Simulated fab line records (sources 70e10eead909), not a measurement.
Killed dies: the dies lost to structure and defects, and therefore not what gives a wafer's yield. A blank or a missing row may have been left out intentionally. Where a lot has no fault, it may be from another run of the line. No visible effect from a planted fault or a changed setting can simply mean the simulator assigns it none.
fab line records	flow nand_harc
[record] lots = 24	wafers = 72	last_day = 33
route steps=1302 shown P_M0@266 P_M2@339 P_BONDPAD@368 A_ZERO_WELL@401
lots that met no fault: taken from a fault-free run of the same line
start_h: hours from the record's first day to the start of the lot's first wafer shown	wait_h: hours elapsed since this lot's preceding step	" same as the row above	L1.1+2: a row that stands for several wafers	- no value, or no start given	* or withheld: withheld	< > ~ a bound
route shown NAME@n: NAME is a module with steps in the file, n the number in the route of the first one	usual: mean/standard deviation taken from wafers without a fault	same: alike in all rows	chamber/n: place in a boat	sites: each site's reading	_std_site: the standard deviation of these	_edge_site: inner sites' mean taken away from outer sites' mean	radius_mm: how far each site lies from the wafer's centre	mask NAME#n: copy n	behind: tool/chamber where the wafer was last shaped	hold: reason for holding the lot/hours on hold/outcome of the hold	device: the n, p or np transistor that did not switch	end of line: the route-end tests of the same wafers	for a step that has no rows: nothing shown but its recipe	killed: count of dies lost to structure and defects at first sort (not the wafer's yield)	map: dies across one wafer; x = killed, . = not, _ = none there
set.NAME: setting as actually run; set.NAME@STEP: the setting as run at that earlier step	model.NAME: the simulator's own value behind a step, which no gauge read
one table for each step of the route and one row for each wafer, over a sample of lots
services: from which hour (start_h, from the record's first day; less than 0 if before it) a tool's chamber was out of use, for how many hours, and why
[[steps]]
[step NHARC_P_M0_DESCUM_14]
[recipe] time_s = 3	o2_flow_sccm = 200	ar_flow_sccm = 0	bias_power_w = 0	chemistry = O2
[usual] drypump_motor_current_A = 5.8/0.4	oes_product_au = 0.996/0.015	rf_vpp_V = 57.6/0.9	showerhead_plenum_p_Torr = 1.90/0.069	throttle_valve_pct = 11.310/0.0096
[same] time_s = 3
lot.wafer	tool	chamber	start_h	wait_h	drypump_motor_current_A	oes_product_au	rf_hours_counter_h	rf_vpp_V	showerhead_plenum_p_Torr	throttle_valve_pct
L074.1	rie_diel-01	3	127.84	0.1	6.4	0.989	36	57.6	1.83	11.309
L074.5	"	0	"	"	5.9	0.979	-	57.7	1.97	11.301
L074.6	"	1	"	"	5.7	1.007	-	58.8	2.01	11.301
L075.4	rie_diel-01	2	135.53	0.1	5.9	0.985	35	56.5	1.91	11.327
L075.1	"	0	"	"	5.9	0.987	39	57.9	1.97	11.288
L075.5	"	2	"	"	5.9	0.992	-	56.8	1.90	11.321
L076.4	rie_diel-13	1	141.02	0.1	5.5	1.008	47	58.8	2.01	11.312
L076.3	"	0	"	"	5.9	0.996	35	57.0	2.00	11.318
L076.6	"	2	"	"	6.1	1.023	-	57.0	2.06	11.312
L077.4	rie_diel-06	2	159.22	0.1	5.8	0.984	3	57.5	1.85	11.319
L077.6	"	3	"	"	5.9	0.980	-	58.4	1.91	11.315
L077.5	"	0	"	"	6.1	1.006	-	57.3	1.84	11.306
L078.1	rie_diel-06	1	161.34	0.1	4.9	1.006	4	58.8	1.88	11.300
L078.3	"	2	"	"	5.8	0.984	3	57.4	1.85	11.316
L078.6	"	1	"	"	4.8	0.985	-	58.0	1.88	11.300
L079.4	rie_diel-01	0	174.14	0.1	5.9	0.991	54	58.1	1.96	11.299
L079.3	"	1	"	"	5.7	0.999	53	57.9	2.00	11.327
L079.5	"	1	"	"	5.7	0.995	-	58.0	2.00	11.309
L081.1	rie_diel-06	2	190.17	0.1	5.8	0.985	8	58.2	1.85	11.321
L081.4	"	3	"	"	5.9	0.975	9	57.8	1.90	11.322
L081.6	"	1	"	"	4.9	0.992	-	57.8	1.88	11.318
L080.3	rie_diel-06	3	191.55	0.1	5.9	0.985	9	56.7	1.90	11.320
L080.4	"	0	"	"	6.1	0.998	10	58.5	1.84	11.312
L080.5	"	2	"	"	5.8	0.992	-	57.5	1.85	11.328
L082.1	rie_diel-01	0	203.09	0.1	5.9	0.996	64	58.4	1.96	11.316
L082.3	"	1	"	"	5.7	1.009	61	57.3	2.00	11.307
L082.5	"	3	"	"	6.3	0.987	-	56.6	1.82	11.323
L083.1	rie_diel-06	1	219.40	0.1	4.9	0.974	14	58.6	1.88	11.313
L083.2	"	2	"	"	5.9	0.986	13	55.8	1.85	11.317
L083.6	"	3	"	"	5.9	0.985	-	58.0	1.90	11.321
L084.1	rie_diel-01	2	227.79	0.1	5.9	1.017	6	57.4	1.89	11.305
L084.6	"	3	"	"	6.3	0.992	-	57.1	1.82	11.298
L084.5	"	0	"	"	5.9	1.009	-	59.5	1.96	11.308
L085.3	rie_diel-06	1	236.50	0.1	4.8	0.990	17	57.2	1.88	11.322
L085.5	"	0	"	"	6.1	1.003	-	58.9	1.84	11.311
L085.6	"	1	"	"	4.8	0.993	-	57.9	1.88	11.312
L087.1	rie_diel-13	2	249.09	0.1	6.1	1.022	26	58.4	2.05	11.313
L087.5	"	0	"	"	5.9	0.974	-	58.0	1.98	11.317
L087.6	"	1	"	"	5.6	0.979	-	57.1	2.00	11.330
L086.4	rie_diel-06	0	249.35	0.1	6.1	0.989	21	57.5	1.84	11.311
L086.2	"	2	"	"	5.8	0.993	17	57.1	1.84	11.318
L086.6	"	3	"	"	5.9	0.977	-	57.5	1.90	11.320
L088.1	rie_diel-06	2	267.92	0.1	5.8	0.999	22	59.3	1.84	11.300
L088.3	"	0	"	"	6.1	0.992	25	55.6	1.83	11.299
L088.6	"	3	"	"	5.9	0.972	-	56.4	1.90	11.309
L089.2	rie_diel-06	3	268.60	0.1	5.9	0.979	24	57.8	1.90	11.322
L089.3	"	1	"	"	4.9	1.004	23	57.5	1.88	11.314
L089.5	"	3	"	"	5.9	0.984	-	55.6	1.90	11.299
L090.3	rie_diel-13	2	283.37	0.1	6.1	1.017	38	58.1	2.05	11.306
L090.4	"	0	"	"	5.9	0.986	41	56.7	1.98	11.327
L090.2	"	1	"	"	5.6	0.981	37	58.0	2.00	11.307
L091.2	rie_diel-01	2	293.57	0.1	5.9	1.022	28	57.8	1.89	11.298
L091.6	"	2	"	"	5.9	1.024	-	57.0	1.89	11.297
L091.5	"	3	"	"	6.3	0.991	-	56.5	1.81	11.310
L092.2	rie_diel-06	3	298.89	0.1	5.9	0.980	28	56.4	1.90	11.290
L092.1	"	0	"	"	6.1	1.001	29	57.2	1.83	11.318
L092.5	"	3	"	"	5.9	0.974	-	58.5	1.90	11.308
L093.4	rie_diel-01	1	310.34	0.1	5.6	1.018	34	58.3	1.99	11.291
L093.2	"	3	"	"	6.3	0.990	33	58.3	1.81	11.304
L093.5	"	2	"	"	6.0	1.033	-	57.8	1.89	11.304
L094.3	rie_diel-01	1	318.20	0.1	5.6	1.016	35	57.5	1.99	11.316
L094.4	"	0	"	"	5.9	0.991	30	57.8	1.95	11.317
L094.6	"	2	"	"	5.9	1.027	-	58.2	1.88	11.310
L095.3	rie_diel-13	2	333.67	0.1	6.0	1.011	52	58.3	2.04	11.302
L095.6	"	1	"	"	5.6	0.995	-	57.3	1.99	11.321
L095.5	"	2	"	"	6.0	1.024	-	59.5	2.04	11.322
L096.2	rie_diel-01	0	342.14	0.1	5.9	1.008	37	58.8	1.95	11.328
L096.1	"	1	"	"	5.6	1.018	44	57.5	1.98	11.306
L096.5	"	2	"	"	5.9	1.012	-	59.0	1.88	11.332
L097.3	rie_diel-06	0	348.36	0.1	6.2	0.981	-	58.2	1.83	11.306
L097.4	"	3	"	"	5.9	0.979	-	57.6	1.90	11.316
L097.5	"	0	"	"	6.1	0.978	-	57.8	1.83	11.305
[step NHARC_P_M0_ANNEAL_30]
[recipe] temp_c = 225	time_s = 90
[usual] wafer_temp_C_max = 226.05/0.26
[same] time_s = 90
lot.wafer	tool	chamber	start_h	wait_h	wafer_temp_C_max
L074.1	rtp_anneal-02	0	129.47	-	226.15
L074.5	"	0	"	"	226.55
L074.6	"	0	"	"	226.47
L075.1	rtp_anneal-02	0	137.18	-	226.62
L075.4	"	0	"	"	225.88
L075.5	"	0	"	"	225.95
L076.3	rtp_anneal-01	0	142.84	-	226.32
L076.4	"	0	"	"	225.96
L076.6	"	0	"	"	226.23
L077.4	rtp_anneal-02	0	161.31	0.3	225.68
L077.5	"	0	"	"	226.40
L077.6	"	0	"	"	225.76
L078.1	rtp_anneal-01	0	162.99	0.3	226.32
L078.3	"	0	"	"	226.38
L078.6	"	0	"	"	226.31
L079.3	rtp_anneal-01	0	176.12	-	226.28
L079.4	"	0	"	"	225.94
L079.5	"	0	"	"	226.01
L081.1	rtp_anneal-01	0	191.81	0.3	225.71
L081.4	"	0	"	"	225.83
L081.6	"	0	"	"	225.92
L080.3	rtp_anneal-01	0	193.33	-	225.74
L080.4	"	0	"	"	226.14
L080.5	"	0	"	"	226.05
L082.1	rtp_anneal-01	0	204.73	0.3	226.13
L082.3	"	0	"	"	226.12
L082.5	"	0	"	"	226.10
L083.1	rtp_anneal-02	0	221.33	0.4	225.98
L083.2	"	0	"	"	225.84
L083.6	"	0	"	"	225.99
L084.1	rtp_anneal-01	0	229.74	-	225.81
L084.5	"	0	"	"	225.77
L084.6	"	0	"	"	225.74
L085.3	rtp_anneal-02	0	242.41	0.4	226.07
L085.5	"	0	"	"	226.10
L085.6	"	0	"	"	225.93
L087.1	rtp_anneal-02	0	250.74	-	226.08
L087.5	"	0	"	"	226.12
L087.6	"	0	"	"	225.84
L086.2	rtp_anneal-02	0	251.85	-	225.97
L086.4	"	0	"	"	226.19
L086.6	"	0	"	"	225.91
L088.1	rtp_anneal-02	0	269.63	0.3	226.25
L088.3	"	0	"	"	226.20
L088.6	"	0	"	"	226.52
L089.2	rtp_anneal-01	0	270.93	-	225.84
L089.3	"	0	"	"	226.56
L089.5	"	0	"	"	226.17
L090.2	rtp_anneal-02	0	285.14	-	225.87
L090.3	"	0	"	"	225.56
L090.4	"	0	"	"	225.73
L091.2	rtp_anneal-01	0	295.47	0.4	226.27
L091.5	"	0	"	"	226.04
L091.6	"	0	"	"	226.05
L092.1	rtp_anneal-02	0	300.54	0.3	226.12
L092.2	"	0	"	"	226.31
L092.5	"	0	"	"	226.22
L093.2	rtp_anneal-01	0	312.26	-	226.07
L093.4	"	0	"	"	226.41
L093.5	"	0	"	"	225.90
L094.3	rtp_anneal-01	0	319.96	0.3	225.93
L094.4	"	0	"	"	225.77
L094.6	"	0	"	"	226.10
L095.3	rtp_anneal-01	0	335.49	-	225.44
L095.5	"	0	"	"	226.16
L095.6	"	0	"	"	225.66
L096.1	rtp_anneal-01	0	344.00	-	226.04
L096.2	"	0	"	"	226.08
L096.5	"	0	"	"	226.24
L097.3	rtp_anneal-01	0	350.36	0.3	226.16
L097.4	"	0	"	"	225.70
L097.5	"	0	"	"	226.26
[step NHARC_P_M2_PRE_CLEAN_30]
[recipe] time_s = 30	temp_c = 280	gas = H2/He
[usual] heater_power_w = 387/23
[same] time_s = 30
lot.wafer	tool	chamber	start_h	wait_h	heater_power_w
L074.1	pvd_sputter-01	-	-	-	396
L074.5	"	-	"	"	396
L074.6	"	-	"	"	357
L075.1	pvd_sputter-01	-	-	-	385
L075.4	"	-	"	"	442
L075.5	"	-	"	"	383
L076.3	pvd_sputter-01	-	-	-	434
L076.4	"	-	"	"	380
L076.6	"	-	"	"	377
L077.4	pvd_sputter-02	-	-	-	375
L077.6	"	-	"	"	381
L077.5	"	-	"	"	378
L078.1	pvd_sputter-01	-	-	-	386
L078.3	"	-	"	"	448
L078.6	"	-	"	"	373
L079.4	pvd_sputter-02	-	-	-	377
L079.3	"	-	"	"	361
L079.5	"	-	"	"	373
L081.1	pvd_sputter-02	-	-	-	379
L081.4	"	-	"	"	386
L081.6	"	-	"	"	361
L080.3	pvd_sputter-03	-	-	-	405
L080.4	"	-	"	"	378
L080.5	"	-	"	"	427
L082.1	pvd_sputter-03	-	-	-	400
L082.3	"	-	"	"	469
L082.5	"	-	"	"	424
L083.2	pvd_sputter-02	-	-	-	382
L083.1	"	-	"	"	359
L083.6	"	-	"	"	376
L084.1	pvd_sputter-02	-	-	-	364
L084.6	"	-	"	"	377
L084.5	"	-	"	"	382
L085.3	pvd_sputter-02	-	-	-	359
L085.5	"	-	"	"	372
L085.6	"	-	"	"	371
L087.1	pvd_sputter-01	-	-	-	390
L087.5	"	-	"	"	405
L087.6	"	-	"	"	383
L086.2	pvd_sputter-02	-	-	-	374
L086.4	"	-	"	"	376
L086.6	"	-	"	"	388
L088.3	pvd_sputter-01	-	-	-	389
L088.1	"	-	"	"	361
L088.6	"	-	"	"	392
L089.2	pvd_sputter-02	-	-	-	379
L089.3	"	-	"	"	389
L089.5	"	-	"	"	375
L090.3	pvd_sputter-02	-	-	-	389
L090.4	"	-	"	"	379
L090.2	"	-	"	"	369
L091.2	pvd_sputter-02	-	-	-	382
L091.5	"	-	"	"	387
L091.6	"	-	"	"	399
L092.1	pvd_sputter-01	-	-	-	345
L092.2	"	-	"	"	428
L092.5	"	-	"	"	400
L093.2	pvd_sputter-01	-	-	-	397
L093.4	"	-	"	"	377
L093.5	"	-	"	"	394
L094.3	pvd_sputter-01	-	-	-	375
L094.4	"	-	"	"	349
L094.6	"	-	"	"	380
L095.3	pvd_sputter-01	-	-	-	352
L095.6	"	-	"	"	420
L095.5	"	-	"	"	386
L096.1	pvd_sputter-02	-	-	-	391
L096.2	"	-	"	"	387
L096.5	"	-	"	"	387
L097.4	pvd_sputter-01	-	-	-	420
L097.3	"	-	"	"	389
L097.5	"	-	"	"	386
[step NHARC_P_BONDPAD_ETCH_37]
[recipe] target_depth_a = 600	overetch_a = 180	time_s = 65.91	ion_energy_ev = 200	n2_flow_sccm = 150	h2_flow_sccm = 150	ar_flow_sccm = 0	rf_w = 400	bias_w = 150	chemistry = N2/H2
[usual] drypump_motor_current_A = 5.7/0.31	oes_product_au = 1.000/0.011	rf_vpp_V = 431.3/2.1	showerhead_plenum_p_Torr = 2.07/0.07	throttle_valve_pct = 14.171/0.0091
[same] time_s = 65.91
lot.wafer	tool	chamber	start_h	wait_h	drypump_motor_current_A	oes_product_au	rf_hours_counter_h	rf_vpp_V	showerhead_plenum_p_Torr	throttle_valve_pct
L074.1	rie_diel-05	2	141.16	0.1	5.9	1.000	3.5	433.4	2.16	14.162
L074.5	"	0	"	"	5.6	1.006	-	432.5	2.13	14.167
L074.6	"	1	"	"	5.8	0.998	-	432.5	2.12	14.173
L075.1	rie_diel-05	0	148.47	0.1	5.7	0.996	4.3	432.6	2.13	14.171
L075.4	"	1	"	"	5.8	0.988	3.6	433.6	2.12	14.161
L075.5	"	0	"	"	5.7	1.006	-	432.9	2.14	14.173
L076.3	rie_diel-12	2	153.94	0.1	5.1	1.031	2.7	430.3	2.05	14.168
L076.6	"	0	"	"	5.7	1.012	-	428.9	1.97	14.167
L076.4	"	1	"	"	5.2	0.987	-	428.3	1.94	14.175
L077.4	rie_diel-07	0	172.29	0.1	5.5	0.996	1.5	431.1	2.04	14.175
L077.5	"	3	"	"	5.9	1.007	-	431.4	2.07	14.177
L077.6	"	0	"	"	5.5	0.989	-	430.5	2.04	14.174
L078.3	rie_diel-05	1	174.13	0.1	5.8	0.994	5.3	432.3	2.12	14.171
L078.1	"	3	"	"	5.4	0.997	6.8	429.9	2.01	14.172
L078.6	"	1	"	"	5.8	0.994	-	432.2	2.12	14.152
L079.3	rie_diel-07	2	187.63	0.1	6.1	1.000	1.6	431.0	2.12	14.161
L079.4	"	3	"	"	5.9	0.996	1.4	429.8	2.07	14.173
L079.5	"	1	"	"	6.1	0.982	-	432.1	2.17	14.165
L081.4	rie_diel-05	1	202.92	0.1	5.8	0.988	6.9	433.3	2.11	14.173
L081.1	"	3	"	"	5.4	0.995	8.2	429.3	2.01	14.164
L081.6	"	1	"	"	5.8	0.978	-	433.8	2.11	14.159
L080.4	rie_diel-12	1	204.21	0.1	5.2	0.974	5.1	426.7	1.94	14.170
L080.3	"	2	"	"	5.1	1.011	6.0	430.7	2.04	14.183
L080.5	"	0	"	"	5.7	0.993	-	429.0	1.97	14.180
L082.3	rie_diel-12	2	216.30	0.1	5.2	1.010	6.4	430.7	2.04	14.192
L082.1	"	0	"	"	5.7	1.010	5.8	427.6	1.97	14.177
L082.5	"	0	"	"	5.7	1.017	-	428.2	1.97	14.185
L083.2	rie_diel-12	0	233.00	0.1	5.7	1.008	6.1	428.6	1.97	14.155
L083.1	"	2	"	"	5.2	1.017	6.6	430.5	2.04	14.177
L083.6	"	0	"	"	5.7	1.005	-	428.2	1.97	14.171
L084.1	rie_diel-12	2	245.23	0.1	5.2	1.020	7.4	431.3	2.04	14.161
L084.5	"	3	"	"	6.1	1.002	-	432.5	2.11	14.184
L084.6	"	0	"	"	5.7	1.006	-	429.2	1.97	14.193
L085.3	rie_diel-05	3	254.28	0.1	5.4	0.993	0.8	430.7	2.01	14.163
L085.6	"	3	"	"	5.4	0.995	-	429.2	2.01	14.164
L085.5	"	1	"	"	5.8	1.007	-	432.6	2.11	14.169
L087.1	rie_diel-07	0	261.95	0.1	5.5	0.996	3.7	432.2	2.04	14.146
L087.6	"	3	"	"	5.9	1.019	-	430.0	2.06	14.174
L087.5	"	0	"	"	5.5	0.994	-	431.2	2.04	14.160
L086.2	rie_diel-07	1	262.61	0.1	6.1	0.982	3.8	434.4	2.17	14.164
L086.4	"	2	"	"	6.1	0.982	3.1	431.9	2.12	14.174
L086.6	"	0	"	"	5.5	0.995	-	430.9	2.04	14.177
L088.3	rie_diel-05	3	281.54	0.1	5.3	1.009	2.9	428.3	2.01	14.162
L088.1	"	0	"	"	5.7	1.016	2.6	433.7	2.13	14.163
L088.6	"	3	"	"	5.4	1.004	-	430.5	2.01	14.178
L089.2	rie_diel-12	1	282.57	0.1	5.2	0.990	0.1	427.8	1.94	14.167
L089.3	"	2	"	"	5.2	1.011	0.1	432.0	2.04	14.179
L089.5	"	0	"	"	5.7	0.999	-	427.4	1.97	14.162
L090.3	rie_diel-12	2	296.24	0.1	5.2	1.014	1.2	431.7	2.04	14.173
L090.4	"	0	"	"	5.7	0.997	1.1	427.5	1.97	14.167
L090.2	"	1	"	"	5.2	0.983	1.0	427.9	1.94	14.162
L091.2	rie_diel-12	0	306.49	0.1	5.8	0.998	1.9	429.1	1.97	14.169
L091.5	"	3	"	"	6.1	0.994	-	433.3	2.11	14.150
L091.6	"	0	"	"	5.7	1.000	-	428.7	1.97	14.165
L092.2	rie_diel-07	1	311.65	0.1	6.1	1.016	0.1	433.6	2.17	14.176
L092.1	"	2	"	"	6.1	1.008	0.1	433.8	2.12	14.172
L092.5	"	1	"	"	6.1	1.009	-	432.9	2.17	14.182
L093.4	rie_diel-12	0	323.75	0.1	5.7	0.994	2.2	428.4	1.97	14.154
L093.2	"	1	"	"	5.2	0.980	2.0	427.7	1.94	14.154
L093.5	"	2	"	"	5.2	1.004	-	431.2	2.04	14.172
L094.4	rie_diel-07	0	331.28	0.1	5.5	0.992	0.5	432.4	2.04	14.170
L094.3	"	3	"	"	5.9	0.998	0.5	431.5	2.06	14.164
L094.6	"	0	"	"	5.5	0.988	-	431.5	2.04	14.184
L095.3	rie_diel-12	2	346.63	0.1	5.2	1.003	3.1	431.4	2.04	14.171
L095.5	"	3	"	"	6.1	0.983	-	433.0	2.10	14.162
L095.6	"	0	"	"	5.7	1.005	-	428.7	1.97	14.167
L096.1	rie_diel-05	1	355.21	0.1	5.8	0.992	7.0	434.0	2.11	14.168
L096.2	"	3	"	"	5.3	1.010	7.1	429.1	2.01	14.168
L096.5	"	2	"	"	5.9	1.002	-	432.8	2.16	14.176
L097.3	rie_diel-07	3	361.27	0.1	5.9	0.991	1.0	430.4	2.06	14.163
L097.5	"	2	"	"	6.1	1.000	-	433.7	2.12	14.180
L097.4	"	3	"	"	5.9	0.999	-	431.9	2.06	14.177
[step NHARC_P_BONDPAD_PRE_CLEAN_26]
[recipe] time_s = 30	temp_c = 280	gas = H2/He
[usual] heater_power_w = 388/25
[same] time_s = 30
lot.wafer	tool	chamber	start_h	wait_h	heater_power_w
L074.1	pvd_sputter-01	-	-	-	365
L074.5	"	-	"	"	431
L074.6	"	-	"	"	399
L075.4	pvd_sputter-03	-	-	-	401
L075.1	"	-	"	"	391
L075.5	"	-	"	"	399
L076.3	pvd_sputter-03	-	-	-	405
L076.4	"	-	"	"	388
L076.6	"	-	"	"	454
L077.4	pvd_sputter-02	-	-	-	376
L077.5	"	-	"	"	382
L077.6	"	-	"	"	360
L078.1	pvd_sputter-02	-	-	-	377
L078.3	"	-	"	"	371
L078.6	"	-	"	"	375
L079.4	pvd_sputter-01	-	-	-	377
L079.3	"	-	"	"	349
L079.5	"	-	"	"	381
L081.1	pvd_sputter-03	-	-	-	426
L081.4	"	-	"	"	392
L081.6	"	-	"	"	403
L080.4	pvd_sputter-03	-	-	-	477
L080.3	"	-	"	"	389
L080.5	"	-	"	"	417
L082.1	pvd_sputter-02	-	-	-	378
L082.3	"	-	"	"	375
L082.5	"	-	"	"	375
L083.2	pvd_sputter-02	-	-	-	377
L083.1	"	-	"	"	371
L083.6	"	-	"	"	383
L084.1	pvd_sputter-02	-	-	-	378
L084.5	"	-	"	"	376
L084.6	"	-	"	"	387
L085.3	pvd_sputter-01	-	-	-	350
L085.6	"	-	"	"	388
L085.5	"	-	"	"	366
L087.1	pvd_sputter-02	-	-	-	367
L087.6	"	-	"	"	376
L087.5	"	-	"	"	383
L086.2	pvd_sputter-02	-	-	-	362
L086.4	"	-	"	"	375
L086.6	"	-	"	"	356
L088.3	pvd_sputter-01	-	-	-	392
L088.1	"	-	"	"	420
L088.6	"	-	"	"	348
L089.3	pvd_sputter-01	-	-	-	355
L089.2	"	-	"	"	421
L089.5	"	-	"	"	381
L090.4	pvd_sputter-02	-	-	-	378
L090.2	"	-	"	"	384
L090.3	"	-	"	"	405
L091.2	pvd_sputter-02	-	-	-	378
L091.5	"	-	"	"	399
L091.6	"	-	"	"	370
L092.1	pvd_sputter-01	-	-	-	417
L092.2	"	-	"	"	380
L092.5	"	-	"	"	398
L093.2	pvd_sputter-01	-	-	-	349
L093.4	"	-	"	"	399
L093.5	"	-	"	"	421
L094.4	pvd_sputter-01	-	-	-	402
L094.3	"	-	"	"	422
L094.6	"	-	"	"	381
L095.3	pvd_sputter-02	-	-	-	404
L095.5	"	-	"	"	383
L095.6	"	-	"	"	375
L096.1	pvd_sputter-02	-	-	-	401
L096.2	"	-	"	"	381
L096.5	"	-	"	"	373
L097.3	pvd_sputter-01	-	-	-	386
L097.4	"	-	"	"	357
L097.5	"	-	"	"	381
[step NHARC_A_ZERO_WELL_CD_MEAS_10]
[recipe] target_cd_nm = 2000	landing_energy_ev = 500
[usual] cd_nm = 1998.6/2.5
[same] landing_energy_ev = 500
lot.wafer	tool	chamber	start_h	wait_h	cd_nm
L074.1	cd_sem-03	0	144.80	-	1992.8
L074.5	"	0	"	"	1998.9
L074.6	"	0	"	"	1997.7
L075.1	cd_sem-03	0	152.21	-	2000.9
L075.4	"	0	"	"	1996.7
L075.5	"	0	"	"	1995.9
L076.3	cd_sem-02	0	157.67	-	1999.1
L076.4	"	0	"	"	2003.3
L076.6	"	0	"	"	1998.2
L077.4	cd_sem-02	0	175.93	-	2001.8
L077.5	"	0	"	"	1998.5
L077.6	"	0	"	"	2001.3
L078.1	cd_sem-02	0	177.90	-	2000.3
L078.3	"	0	"	"	1996.5
L078.6	"	0	"	"	1999.0
L079.3	cd_sem-02	0	191.42	-	2000.9
L079.4	"	0	"	"	1999.9
L079.5	"	0	"	"	1999.9
L081.1	cd_sem-02	0	206.71	-	1999.8
L081.4	"	0	"	"	1999.4
L081.6	"	0	"	"	2000.5
L080.3	cd_sem-01	0	207.87	-	2000.3
L080.4	"	0	"	"	2002.7
L080.5	"	0	"	"	2000.6
L082.1	cd_sem-02	0	220.18	-	1996.3
L082.3	"	0	"	"	2000.9
L082.5	"	0	"	"	1997.9
L083.1	cd_sem-02	0	236.95	-	2001.6
L083.2	"	0	"	"	1997.2
L083.6	"	0	"	"	1999.6
L084.1	cd_sem-02	0	249.53	-	1995.7
L084.5	"	0	"	"	2002.2
L084.6	"	0	"	"	2001.7
L085.3	cd_sem-02	0	258.06	-	1997.7
L085.5	"	0	"	"	1993.8
L085.6	"	0	"	"	1995.1
L087.1	cd_sem-03	0	265.74	-	1996.1
L087.5	"	0	"	"	1998.0
L087.6	"	0	"	"	1999.6
L086.2	cd_sem-03	0	266.50	-	1997.3
L086.4	"	0	"	"	1993.6
L086.6	"	0	"	"	1995.0
L088.1	cd_sem-03	0	285.66	-	1997.3
L088.3	"	0	"	"	2001.4
L088.6	"	0	"	"	2001.8
L089.2	cd_sem-02	0	286.45	-	2002.2
L089.3	"	0	"	"	1997.9
L089.5	"	0	"	"	1997.7
L090.2	cd_sem-02	0	300.02	-	1997.4
L090.3	"	0	"	"	1998.3
L090.4	"	0	"	"	1999.2
L091.2	cd_sem-03	0	310.25	-	1995.4
L091.5	"	0	"	"	1995.3
L091.6	"	0	"	"	1997.2
L092.1	cd_sem-03	0	315.40	-	1997.3
L092.2	"	0	"	"	1995.7
L092.5	"	0	"	"	2001.1
L093.2	cd_sem-03	0	327.85	-	2003.1
L093.4	"	0	"	"	1998.7
L093.5	"	0	"	"	2001.1
L094.3	cd_sem-01	0	335.06	-	1998.8
L094.4	"	0	"	"	1997.3
L094.6	"	0	"	"	1995.9
L095.3	cd_sem-03	0	350.42	-	1997.6
L095.5	"	0	"	"	1996.9
L095.6	"	0	"	"	1998.5
L096.1	cd_sem-02	0	358.96	-	1994.0
L096.2	"	0	"	"	1997.9
L096.5	"	0	"	"	1995.7
L097.3	cd_sem-02	0	365.06	-	1997.0
L097.4	"	0	"	"	1999.7
L097.5	"	0	"	"	2003.8
[[services]]
tool	chamber	start_h	hours	kind
pvd_sputter-02	-	104.00	10.0	pm
rie_diel-07	-	117.20	9.0	pm
rie_diel-06	-	130.20	9.0	pm
rie_diel-12	-	142.05	0.9	repair
rie_diel-01	1	150.19	2.9	repair
rie_diel-12	3	151.57	7.4	repair
rie_diel-01	-	168.19	0.2	repair
rie_diel-12	3	180.08	8.4	repair
rie_diel-06	-	183.51	0.5	repair
pvd_sputter-01	-	195.98	1.2	repair
rie_diel-01	-	203.82	9.0	pm
rie_diel-12	1	209.15	14.6	repair
pvd_sputter-01	-	217.55	24.7	repair
rie_diel-01	0	232.95	9.6	repair
pvd_sputter-02	-	234.56	4.7	repair
pvd_sputter-01	-	242.28	10.0	pm
pvd_sputter-01	-	259.55	15.2	repair
rie_diel-12	-	268.40	9.0	pm
pvd_sputter-02	-	275.98	0.7	repair
pvd_sputter-02	-	282.00	10.0	pm
rie_diel-06	-	307.20	9.0	pm
rie_diel-06	-	320.03	0.2	repair
rie_diel-12	1	335.99	2.9	repair
rie_diel-06	1	346.70	11.3	repair
[[key]]
fault none
